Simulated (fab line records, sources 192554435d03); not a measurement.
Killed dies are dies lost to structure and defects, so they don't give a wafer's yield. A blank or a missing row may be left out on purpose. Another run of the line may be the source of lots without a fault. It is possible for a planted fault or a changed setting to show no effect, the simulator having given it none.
fab line records | flow n5Finfet | part 2 of 2: steps 26 to 31 of 31
[record] lots = 5 wafers = 15 lastDay = 16
route steps=1938 shown SD_ACTIVATION@334 ILD0@335 SDB@347
lots untouched by any fault: they come from a run of this same line in which no faults occurred
startH: hours from the record's first day to the start of the lot's first wafer shown | waitH: time in hours since the lot's previous step | " as in the row above | L1.1+2: a single row standing in for several wafers | - no value, or no start given | * or withheld: withheld | < > ~ a bound
route shown NAME@n: a module of which the file shows steps, and the number in the route of the first | usual: mean/standard deviation of fault-free wafers | same: alike in all rows | chamber/n: place in a boat | sites: each site's reading | _std_site: how widely they spread, as a standard deviation | _edge_site: outer sites' mean less inner sites' | radiusMm: how far each site lies from the wafer's centre | mask NAME#n: copy n | behind: tool/chamber where the wafer was last shaped | hold: reason for holding the lot/hours on hold/outcome of the hold | device: transistor that didn't switch, given as n, p or np | end of line: the route-end tests of the same wafers | step lacking rows: just its recipe | killed: the dies lost at the first sort to structure and to defects; this is not the yield of the wafer | map: a wafer's dies, x killed, . not, _ none there
set.NAME: the setting that was run; set.NAME@STEP: the one run at that earlier step | model.NAME: the simulator's own value behind a step, which no gauge read
certain route steps with their lots: each step a table, each wafer a row
services: the hour from which a tool's chamber was out of use, counted from the record's first day as startH (under 0 if before that day), plus the number of hours and why
[[steps]]
[step N5_SDB_DESCUM_16]
[recipe] chemistry = O2 timeS = 7.9 sourcePowerW = 50 biasPowerW = 20 pressureMtorr = 20 rfFrequencyHz = 2.712e+07 tempC = 40 resist = CAR-ArF o2FlowSccm = 225
[usual] drypumpMotorCurrentA = 6.0/0.39 oesProductAu = 0.77/0.089 rfVppV = 243.1/1.2 showerheadPlenumPTorr = 2.09/0.052 throttleValvePct = 20.53/0.29
// columns lot.wafer tool chamber startH waitH drypumpMotorCurrentA oesProductAu rfHoursCounterH rfVppV showerheadPlenumPTorr throttleValvePct
L078.1 rieDiel-04 3 87.34 0.0 6.3 0.69 223 241.5 1.99 20.86
L078.5 " 3 " " 6.3 0.68 - 241.1 1.99 20.85
L078.6 " 0 " " 5.4 0.69 - 242.9 2.16 20.44
L081.1 rieDiel-03 1 108.71 0.0 6.5 0.66 244 242.4 2.06 20.94
L081.2 " 2 " " 5.5 0.70 201 244.5 2.15 20.84
L081.5 " 1 " " 6.5 0.66 - 243.0 2.06 20.95
L085.1 rieDiel-03 2 133.45 0.0 5.5 0.69 210 243.7 2.15 20.87
L085.5 " 0 " " 5.7 0.87 - 244.2 2.12 20.61
L085.6 " 2 " " 5.4 0.70 - 244.5 2.15 20.87
L091.1 rieDiel-03 3 169.89 0.0 6.3 0.81 103 243.0 2.11 20.28
L091.4 " 0 " " 5.8 0.85 - 244.9 2.12 20.61
L091.6 " 3 " " 6.3 0.81 - 242.0 2.11 20.31
L092.1 rieDiel-04 3 172.00 0.0 6.3 0.67 247 241.5 1.98 20.90
L092.3 " 1 " " 6.0 0.70 187 242.1 2.08 20.45
L092.5 " 1 " " 6.0 0.71 - 242.2 2.08 20.46
[step N5_SDB_ETCH_17]
[recipe] chemistry = CF4 target = SiARC targetDepthA = 234 maskMaterial = CAR-ArF timeS = 39 ionEnergyEv = 80 pressureMtorr = 40 sourceW = 545 biasW = 36 Ar_flow_sccm = 100 cf4FlowSccm = 100 ends = cleared
[usual] drypumpMotorCurrentA = 6.0/0.38 etchRfOnTimeS = 39.2/0.69 oesProductAu = 0.66/0.076 rfVppV = 184.0/1.1 showerheadPlenumPTorr = 2.14/0.052 throttleValvePct = 15.7/0.31
// columns lot.wafer tool chamber startH waitH drypumpMotorCurrentA etchRfOnTimeS oesProductAu rfHoursCounterH rfVppV showerheadPlenumPTorr throttleValvePct
L078.1 rieDiel-04 3 87.37 0.0 6.3 39.9 0.59 223 181.2 2.03 16.0
L078.5 " 3 " " 6.3 39.7 0.59 - 183.0 2.03 16.0
L078.6 " 0 " " 5.4 38.6 0.59 - 183.4 2.20 15.6
L081.1 rieDiel-03 1 108.75 0.0 6.5 40.6 0.57 244 184.6 2.11 16.1
L081.2 " 2 " " 5.5 39.5 0.60 201 185.1 2.21 16.1
L081.5 " 1 " " 6.5 39.8 0.57 - 183.7 2.11 16.1
L085.1 rieDiel-03 2 133.48 0.0 5.5 40.6 0.60 210 186.8 2.21 16.2
L085.5 " 0 " " 5.7 38.7 0.75 - 185.7 2.18 15.7
L085.6 " 2 " " 5.5 40.3 0.59 - 183.0 2.21 16.1
L091.1 rieDiel-03 3 169.92 0.0 6.3 39.1 0.69 103 183.1 2.16 15.5
L091.4 " 0 " " 5.7 38.7 0.72 - 183.0 2.17 15.8
L091.6 " 3 " " 6.4 39.2 0.69 - 184.1 2.16 15.5
L092.1 rieDiel-04 3 172.04 0.0 6.3 40.0 0.57 247 182.8 2.03 16.1
L092.3 " 1 " " 6.0 38.4 0.61 187 183.0 2.13 15.6
L092.5 " 1 " " 6.0 38.7 0.60 - 183.9 2.13 15.6
[step N5_SDB_ETCH_18]
[recipe] chemistry = N2/H2 target = SOC targetDepthA = 1000 overetchA = 200 maskMaterial = SiARC tempC = 40 timeS = 150 ionEnergyEv = 200 pressureMtorr = 30 sourceW = 840 biasW = 150 n2FlowSccm = 200 h2FlowSccm = 200
[usual] drypumpMotorCurrentA = 6.0/0.39 oesProductAu = 0.69/0.074 rfVppV = 523.9/2.1 showerheadPlenumPTorr = 2.55/0.065 throttleValvePct = 17.97/0.29
// columns lot.wafer tool chamber startH waitH drypumpMotorCurrentA oesProductAu rfHoursCounterH rfVppV showerheadPlenumPTorr throttleValvePct
L078.1 rieDiel-04 3 87.41 0.0 6.3 0.62 223 518.6 2.40 18.19
L078.5 " 3 " " 6.3 0.62 - 519.5 2.40 18.18
L078.6 " 0 " " 5.4 0.63 - 525.5 2.63 17.89
L081.1 rieDiel-03 1 108.78 0.0 6.5 0.60 244 523.8 2.51 18.35
L081.2 " 2 " " 5.4 0.64 201 524.6 2.63 18.37
L081.5 " 1 " " 6.5 0.60 - 521.9 2.51 18.34
L085.1 rieDiel-03 2 133.52 0.0 5.5 0.63 210 527.0 2.62 18.38
L085.5 " 0 " " 5.7 0.77 - 525.0 2.59 18.03
L085.6 " 2 " " 5.5 0.64 - 527.4 2.62 18.36
L091.1 rieDiel-03 3 169.96 0.0 6.4 0.72 103 524.1 2.56 17.68
L091.4 " 0 " " 5.8 0.76 - 525.0 2.58 18.07
L091.6 " 3 " " 6.3 0.73 - 525.2 2.56 17.70
L092.1 rieDiel-04 3 172.07 0.0 6.4 0.61 247 519.3 2.39 18.23
L092.3 " 1 " " 6.0 0.63 187 524.1 2.54 17.90
L092.5 " 1 " " 6.0 0.63 - 522.6 2.54 17.89
[step N5_SDB_STRIP_19]
[recipe] chemistry = N2/H2 tempC = 40 n2FlowSccm = 200 h2FlowSccm = 200 rfFrequencyHz = 6e+07
// columns lot.wafer tool chamber startH waitH
L078.1+5+6 rieDiel-04 3,3,0 87.54 0.1
L081.1+2+5 rieDiel-03 1,2,1 108.91 0.1
L085.1+5+6 rieDiel-03 2,0,2 133.65 0.1
L091.1+4+6 rieDiel-03 3,0,3 170.09 0.1
L092.1+3+5 rieDiel-04 3,1,1 172.20 0.1
[step N5_SDB_STRIP_21]
[recipe] chemistry = CF4 resist = SiARC powerW = 300 biasPowerW = 75 pressureMtorr = 50 cf4FlowSccm = 150 rfFrequencyHz = 6e+07
[usual] drypumpMotorCurrentA = 6.0/0.38 oesProductAu = 0.76/0.082 rfVppV = 271.0/1.3 showerheadPlenumPTorr = 1.80/0.045 throttleValvePct = 13.7/0.32
// columns lot.wafer tool chamber startH waitH drypumpMotorCurrentA oesProductAu rfHoursCounterH rfVppV showerheadPlenumPTorr throttleValvePct
L078.1 rieDiel-04 3 87.55 0.0 6.4 0.69 223 270.0 1.71 14.0
L078.5 " 3 " " 6.4 0.69 - 269.0 1.71 14.0
L078.6 " 0 " " 5.4 0.69 - 273.4 1.84 13.6
L081.1 rieDiel-03 1 108.92 0.0 6.5 0.67 244 269.3 1.77 14.1
L081.2 " 2 " " 5.5 0.71 201 271.8 1.85 14.1
L081.5 " 1 " " 6.5 0.67 - 270.9 1.77 14.2
L085.1 rieDiel-03 2 133.66 0.0 5.5 0.70 210 272.7 1.85 14.1
L085.5 " 0 " " 5.7 0.86 - 271.9 1.83 13.7
L085.6 " 2 " " 5.5 0.70 - 271.8 1.85 14.1
L091.1 rieDiel-03 3 170.10 0.0 6.3 0.80 103 271.7 1.81 13.4
L091.4 " 0 " " 5.8 0.84 - 271.7 1.83 13.7
L091.6 " 3 " " 6.3 0.81 - 270.9 1.81 13.4
L092.1 rieDiel-04 3 172.21 0.0 6.3 0.67 247 269.5 1.70 14.1
L092.3 " 1 " " 6.0 0.69 187 270.2 1.79 13.6
L092.5 " 1 " " 6.0 0.69 - 269.9 1.79 13.6
[step N5_SDB_HM_OPEN_20]
[recipe] chemistry = CH3F/O2 target = SiNx maskMaterial = SOC targetDepthA = 240 stopOn = poly-Si overEtchFrac = 0.4 ionEnergyEv = 120 pressureMtorr = 30 sourceW = 395 biasW = 73 Ar_flow_sccm = 150 CH3F_flow_sccm = 30 O2_flow_sccm = 20
[usual] drypumpMotorCurrentA = 6.0/0.39 oesProductAu = 0.63/0.067 rfVppV = 298/3.9 showerheadPlenumPTorr = 2.00/0.05 throttleValvePct = 16.45/0.3
// columns lot.wafer tool chamber startH waitH drypumpMotorCurrentA oesProductAu rfHoursCounterH rfVppV showerheadPlenumPTorr throttleValvePct
L078.1 rieDiel-04 3 87.57 0.0 6.3 0.57 223 293 1.90 16.76
L078.5 " 3 " " 6.3 0.59 - 292 1.90 16.76
L078.6 " 0 " " 5.4 0.58 - 301 2.06 16.37
L081.1 rieDiel-03 1 108.94 0.0 6.5 0.54 244 301 1.97 16.85
L081.2 " 2 " " 5.5 0.57 201 305 2.06 16.81
L081.5 " 1 " " 6.5 0.56 - 298 1.97 16.86
L085.1 rieDiel-03 2 133.68 0.0 5.5 0.58 210 305 2.06 16.84
L085.5 " 0 " " 5.8 0.70 - 294 2.03 16.44
L085.6 " 2 " " 5.5 0.59 - 303 2.06 16.83
L091.1 rieDiel-03 3 170.12 0.0 6.3 0.67 103 301 2.02 16.21
L091.4 " 0 " " 5.7 0.71 - 295 2.02 16.46
L091.6 " 3 " " 6.3 0.68 - 301 2.02 16.21
L092.1 rieDiel-04 3 172.23 0.0 6.3 0.55 247 293 1.89 16.81
L092.3 " 1 " " 6.0 0.57 187 297 1.99 16.34
L092.5 " 1 " " 6.0 0.58 - 297 1.99 16.35
[[services]]
// columns tool chamber startH hours kind
arfiScanner-01 - 57.30 0.8 pm
pecvd-02 - 59.96 1.3 repair
arfiScanner-03 - 64.55 4.9 pm
fcvd-02 0 66.27 9.6 repair
pecvd-02 - 66.99 14.6 pm
cmp-01 - 69.00 8.9 pm
fcvd-01 - 74.44 9.3 repair
aldSin-03 - 86.27 14.0 pm
remotePlasma-02 - 89.25 0.1 repair
cmp-01 - 90.16 0.3 repair
aldSin-01 - 91.38 0.8 pm
rieDiel-04 - 94.95 0.9 repair
cmp-01 - 107.33 3.7 repair
aldSin-03 - 126.31 2.5 repair
cmp-03 - 126.99 4.0 pm
cmp-03 - 132.59 14.3 pm
arfiScanner-03 - 151.51 1.3 pm
rieDiel-04 0 154.52 2.4 repair
arfiScanner-03 - 157.35 1.0 pm
rieDiel-04 0 161.59 5.3 repair
cmp-03 - 162.10 0.6 repair
rieDiel-03 1 165.50 5.0 repair
arfiScanner-03 - 165.56 0.8 pm
remotePlasma-01 - 167.13 0.1 repair
